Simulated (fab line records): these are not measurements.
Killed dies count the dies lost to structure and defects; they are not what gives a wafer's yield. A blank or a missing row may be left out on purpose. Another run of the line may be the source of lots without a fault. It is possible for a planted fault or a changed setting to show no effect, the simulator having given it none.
Which of the tools did it? -- flow n5 finfet -- 13 lots with 33 wafers sampled at 4 steps, on a route of 1938 steps

== WHAT EACH GAUGE READ, for each wafer ==
N5_SDB_CD_MEAS_11: target cd 50 nm.
lot,measured,on,cd nm (nm)
L105,day 3 18:47,cd sem-03,46.8 47.2 46.9
L108,day 4 12:18,cd sem-02,50.0 49.6 52.5
L110,day 4 23:43,cd sem-03,50.6 49.3
L111,day 5 05:19,cd sem-03,50.3 49.7
L112,day 5 15:39,cd sem-03,50.5 50.8
L113,day 5 21:56,cd sem-02,48.5 50.7 47.9
L118,day 7 00:54,cd sem-02,50.5 49.1
L119,day 7 04:58,cd sem-02,49.5 51.3
L120,day 7 11:22,cd sem-01,51.5 52.9
L123,day 8 04:50,cd sem-01,50.8 52.3 51.1
L125,day 8 17:51,cd sem-01,49.8 49.6 49.3
L126,day 9 04:31,cd sem-03,49.5 49.7 48.1
L127,day 9 05:02,cd sem-01,49.7 49.7 49.2

== TOOL THAT RAN EACH LOT (tool first, then ch and the chambers of the sampled wafers, then the start) ==
lot,N5_SD_EPI_P_SD_RECESS_17,N5_SDB_HM_DEP_00,N5_SDB_COAT_04
L105,"rie si-03 ch 0,1, day 3 08:08","pecvd-02 ch 1,2, day 3 18:27","litho track-05 ch 0, day 3 18:32"
L108,"rie si-05 ch 1,2,3, day 4 01:44","pecvd-04 ch 0,1, day 4 11:51","litho track-05 ch 0, day 4 11:56"
L110,"rie si-05 ch 1, day 4 12:28","pecvd-04 ch 2, day 4 23:16","litho track-04 ch 0, day 4 23:21"
L111,"rie si-01 ch 0,2, day 4 17:32","pecvd-02 ch 1,2, day 5 04:52","litho track-01 ch 0, day 5 04:56"
L112,"rie si-01 ch 0,3, day 5 04:49","pecvd-03 ch 0,2, day 5 15:13","litho track-04 ch 0, day 5 15:17"
L113,"rie si-03 ch 0,1,2, day 5 10:24","pecvd-04 ch 0,1,2, day 5 21:37","litho track-01 ch 0, day 5 21:42"
L118,"rie si-01 ch 0,2, day 6 13:01","pecvd-02 ch 0,1, day 7 00:34","litho track-01 ch 0, day 7 00:40"
L119,"rie si-03 ch 1,3, day 6 17:42","pecvd-03 ch 0,2, day 7 04:38","litho track-01 ch 0, day 7 04:43"
L120,"rie si-01 ch 1,3, day 6 23:57","pecvd-04 ch 0,1, day 7 11:02","litho track-01 ch 0, day 7 11:07"
L123,"rie si-03 ch 0,2,3, day 7 16:49","pecvd-03 ch 1,2, day 8 04:31","litho track-05 ch 0, day 8 04:36"
L125,"rie si-03 ch 0,1, day 8 06:58","pecvd-02 ch 0,2, day 8 17:31","litho track-05 ch 0, day 8 17:37"
L126,"rie si-05 ch 0,2,3, day 8 16:46","pecvd-03 ch 0,1,2, day 9 04:05","litho track-05 ch 0, day 9 04:08"
L127,"rie si-01 ch 1,2,3, day 8 17:01","pecvd-03 ch 1,2, day 9 04:42","litho track-05 ch 0, day 9 04:47"
- N5_SD_EPI_P_SD_RECESS_17: chemistry HBr/Cl2/O2, target depth 39.1 nm, bt time 3 s.
- N5_SDB_HM_DEP_00: deposits SiNx from SiH4/NH3/N2, target thk 40 nm, time 35.3 s.
- N5_SDB_COAT_04: time 60 s, resist thk 18 nm.

== AS READ BY THE TOOLS THEMSELVES (means over the sampled wafers that have a number; for cases with no such wafer, the mark the record gives instead) ==
N5_SD_EPI_P_SD_RECESS_17.
lot,tool,drypump motor current A (A),oes product au (a.u.),rf fwd power W (W),throttle valve pct (%)
L105,rie si-03,5.43,0.981,791.8,36.5
L108,rie si-05,5.59,0.985,798.5,37.1
L110,rie si-05,5.55,0.991,797.5,36.6
L111,rie si-01,5.46,1.003,796.5,37.7
L112,rie si-01,5.53,1.003,798.1,37.0
L113,rie si-03,5.37,0.990,794.0,36.8
L118,rie si-01,5.45,0.999,796.1,37.6
L119,rie si-03,5.18,0.982,795.2,36.8
L120,rie si-01,5.17,0.995,794.8,37.3
L123,rie si-03,5.23,0.998,793.6,37.0
L125,rie si-03,5.42,0.994,795.0,36.6
L126,rie si-05,5.38,0.986,796.9,37.2
L127,rie si-01,5.23,0.997,794.2,37.8

N5_SDB_HM_DEP_00.
lot,tool,heater power w (W),rf fwd power W (W),showerhead plenum p Torr (Torr),showerhead vpp V (V),throttle valve pct (%)
L105,pecvd-02,693,296.4,5.12,1093,40.3
L108,pecvd-04,721,297.3,5.07,1074,41.5
L110,pecvd-04,673,297.1,5.03,996,39.5
L111,pecvd-02,618,297.5,5.11,1110,41.2
L112,pecvd-03,768,296.5,5.17,1047,38.9
L113,pecvd-04,709,297.3,5.04,1065,40.6
L118,pecvd-02,648,298.1,5.08,1104,43.9
L119,pecvd-03,732,298.6,5.16,1032,38.9
L120,pecvd-04,678,297.4,5.05,1076,41.4
L123,pecvd-03,685,297.6,5.14,1017,40.4
L125,pecvd-02,720,297.0,5.12,1076,40.5
L126,pecvd-03,713,297.5,5.17,1038,40.4
L127,pecvd-03,679,298.7,5.16,1005,38.3

N5_SDB_COAT_04.
lot,tool,exhaust pa (Pa),heater power total W (W),run length s (s)
L105,litho track-05,45.9,429.7,66.43
L108,litho track-05,46.2,427.6,66.35
L110,litho track-04,43.5,428.8,66.41
L111,litho track-01,45.2,426.6,66.51
L112,litho track-04,44.7,426.6,66.19
L113,litho track-01,45.4,424.9,66.49
L118,litho track-01,44.7,451.3,61.10
L119,litho track-01,45.2,452.5,61.27
L120,litho track-01,44.3,481.4,55.73
L123,litho track-05,44.5,427.5,66.42
L125,litho track-05,45.7,428.3,66.49
L126,litho track-05,45.2,426.3,66.41
L127,litho track-05,45.0,425.8,66.47

== THE ANSWER, worked out from the rows above alone ==
Rule: usual is defined by the lots themselves. The widest of any qualifying gaps counts: lots, ordered by their means at a reading, are off when they make up no more than a third of the lots, leave a main group of 4 or more, and stand apart from it by 3 or more times the standard deviation of that group's means. A main group whose means are all the same, to the digits that the tables above print for the reading, isn't used. A lot without any number at a reading at which 4 lots or more have one is off too. Where the step has rows for the other lots, those lots are counted as sound. After the gauges, taken in route order, come the tools' own readings; for these a lot's mean is taken, as printed above. The first step at which some lot is off is used, and at that step the reading that is off furthest; a lot without a number counts as furthest.
Off: L118, L119, L120 (N5_SDB_COAT_04, run length s). The main group has a mean of 66.42 s with a standard deviation of 0.089.
If a tool, at that step or one of the process steps before it, ran each lot that is off and ran no sound lot following the first of them, it fits. One fits: N5_SDB_COAT_04 on litho track-01. Its last sound lot is L113 (day 5 21:42), its first lot that is off L118 (day 7 00:40): a fault that began between those two fits.
The tool's own readings at N5_SDB_COAT_04 bear it out: on the lots that are off they differ by more than 5 times the standard deviation of the sound lots' means. heater power total W reads 461.7 W there against 427.2 W on the sound lots; run length s reads 59.37 s there against 66.42 s on the sound lots.

== WHAT WAS PUT IN BY THE SIMULATOR ==
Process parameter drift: litho track-01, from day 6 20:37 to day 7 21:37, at N5_SDB_COAT_04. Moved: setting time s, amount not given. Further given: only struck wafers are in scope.
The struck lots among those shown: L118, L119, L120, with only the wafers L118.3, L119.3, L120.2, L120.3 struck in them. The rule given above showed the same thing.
